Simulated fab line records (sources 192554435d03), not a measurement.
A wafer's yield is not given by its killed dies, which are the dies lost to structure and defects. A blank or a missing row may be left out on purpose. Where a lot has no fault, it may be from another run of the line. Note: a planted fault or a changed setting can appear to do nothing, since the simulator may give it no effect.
Matching of chambers / flow n5_finfet / N5_PASSIVATION_STRIP_48 on rie_diel-01: 4 sister chambers
The step strips in O2. 16 wafers are shown with their chamber, then 8 later ones without.

WAFERS PAIRED WITH THEIR CHAMBERS
wafer=L086.1; chamber=0; showerhead_plenum_p_Torr (Torr)=2.14; drypump_motor_current_A (A)=6.5; throttle_valve_pct (%)=16.67
wafer=L086.2; chamber=2; showerhead_plenum_p_Torr (Torr)=2.21; drypump_motor_current_A (A)=5.0; throttle_valve_pct (%)=16.79
wafer=L086.3; chamber=1; showerhead_plenum_p_Torr (Torr)=2.25; drypump_motor_current_A (A)=5.8; throttle_valve_pct (%)=16.29
wafer=L086.4; chamber=2; showerhead_plenum_p_Torr (Torr)=2.20; drypump_motor_current_A (A)=5.0; throttle_valve_pct (%)=16.73
wafer=L086.5; chamber=0; showerhead_plenum_p_Torr (Torr)=2.14; drypump_motor_current_A (A)=6.5; throttle_valve_pct (%)=16.64
wafer=L086.6; chamber=1; showerhead_plenum_p_Torr (Torr)=2.25; drypump_motor_current_A (A)=5.7; throttle_valve_pct (%)=16.28
wafer=L088.1; chamber=1; showerhead_plenum_p_Torr (Torr)=2.25; drypump_motor_current_A (A)=5.8; throttle_valve_pct (%)=16.38
wafer=L088.2; chamber=3; showerhead_plenum_p_Torr (Torr)=2.12; drypump_motor_current_A (A)=5.6; throttle_valve_pct (%)=16.17
wafer=L088.3; chamber=0; showerhead_plenum_p_Torr (Torr)=2.14; drypump_motor_current_A (A)=6.6; throttle_valve_pct (%)=16.71
wafer=L088.4; chamber=2; showerhead_plenum_p_Torr (Torr)=2.20; drypump_motor_current_A (A)=5.0; throttle_valve_pct (%)=16.77
wafer=L088.5; chamber=0; showerhead_plenum_p_Torr (Torr)=2.14; drypump_motor_current_A (A)=6.6; throttle_valve_pct (%)=16.78
wafer=L088.6; chamber=1; showerhead_plenum_p_Torr (Torr)=2.25; drypump_motor_current_A (A)=5.8; throttle_valve_pct (%)=16.32
wafer=L089.1; chamber=0; showerhead_plenum_p_Torr (Torr)=2.14; drypump_motor_current_A (A)=6.5; throttle_valve_pct (%)=16.75
wafer=L089.2; chamber=1; showerhead_plenum_p_Torr (Torr)=2.25; drypump_motor_current_A (A)=5.7; throttle_valve_pct (%)=16.31
wafer=L089.3; chamber=3; showerhead_plenum_p_Torr (Torr)=2.11; drypump_motor_current_A (A)=5.7; throttle_valve_pct (%)=16.13
wafer=L089.4; chamber=2; showerhead_plenum_p_Torr (Torr)=2.20; drypump_motor_current_A (A)=5.1; throttle_valve_pct (%)=16.69

SIGNATURES (averages over the wafers above)
reading=showerhead_plenum_p_Torr; chamber 0=2.1400; chamber 1=2.2500; chamber 2=2.2025; chamber 3=2.1150; scatter within a chamber=0.00323
reading=drypump_motor_current_A; chamber 0=6.540; chamber 1=5.760; chamber 2=5.025; chamber 3=5.650; scatter within a chamber=0.0552
reading=throttle_valve_pct; chamber 0=16.7100; chamber 1=16.3160; chamber 2=16.7450; chamber 3=16.1500; scatter within a chamber=0.0464
Rule: distance of a wafer from a chamber = root of the sum over the readings of ((wafer's reading minus chamber's mean) / reading's scatter) squared. The wafer belongs to the nearest chamber; if the next one is less than 2 further off, it can't be placed. The scatter: the root of (the sum of the squares of (reading less its chamber's mean) over the shown wafers, divided by (wafers less chambers)).

WAFERS WITHOUT THEIR CHAMBER
wafer=L089.5; showerhead_plenum_p_Torr (Torr)=2.20; drypump_motor_current_A (A)=5.1; throttle_valve_pct (%)=16.68
wafer=L089.6; showerhead_plenum_p_Torr (Torr)=2.25; drypump_motor_current_A (A)=5.7; throttle_valve_pct (%)=16.40
wafer=L090.1; showerhead_plenum_p_Torr (Torr)=2.25; drypump_motor_current_A (A)=5.8; throttle_valve_pct (%)=16.26
wafer=L090.2; showerhead_plenum_p_Torr (Torr)=2.11; drypump_motor_current_A (A)=5.6; throttle_valve_pct (%)=16.13
wafer=L090.3; showerhead_plenum_p_Torr (Torr)=2.20; drypump_motor_current_A (A)=5.1; throttle_valve_pct (%)=16.77
wafer=L090.4; showerhead_plenum_p_Torr (Torr)=2.13; drypump_motor_current_A (A)=6.6; throttle_valve_pct (%)=16.73
wafer=L090.5; showerhead_plenum_p_Torr (Torr)=2.11; drypump_motor_current_A (A)=5.7; throttle_valve_pct (%)=16.26
wafer=L090.6; showerhead_plenum_p_Torr (Torr)=2.13; drypump_motor_current_A (A)=6.5; throttle_valve_pct (%)=16.78

WHICH CHAMBER EACH WENT THROUGH
wafer=L089.5; from the rows above=2; in truth=2
wafer=L089.6; from the rows above=1; in truth=1
wafer=L090.1; from the rows above=1; in truth=1
wafer=L090.2; from the rows above=3; in truth=3
wafer=L090.3; from the rows above=2; in truth=2
wafer=L090.4; from the rows above=0; in truth=0
wafer=L090.5; from the rows above=3; in truth=3
wafer=L090.6; from the rows above=0; in truth=0
Correctly placed: 8 of 8. Not placeable from these rows: 0. Wrongly placed: 0.
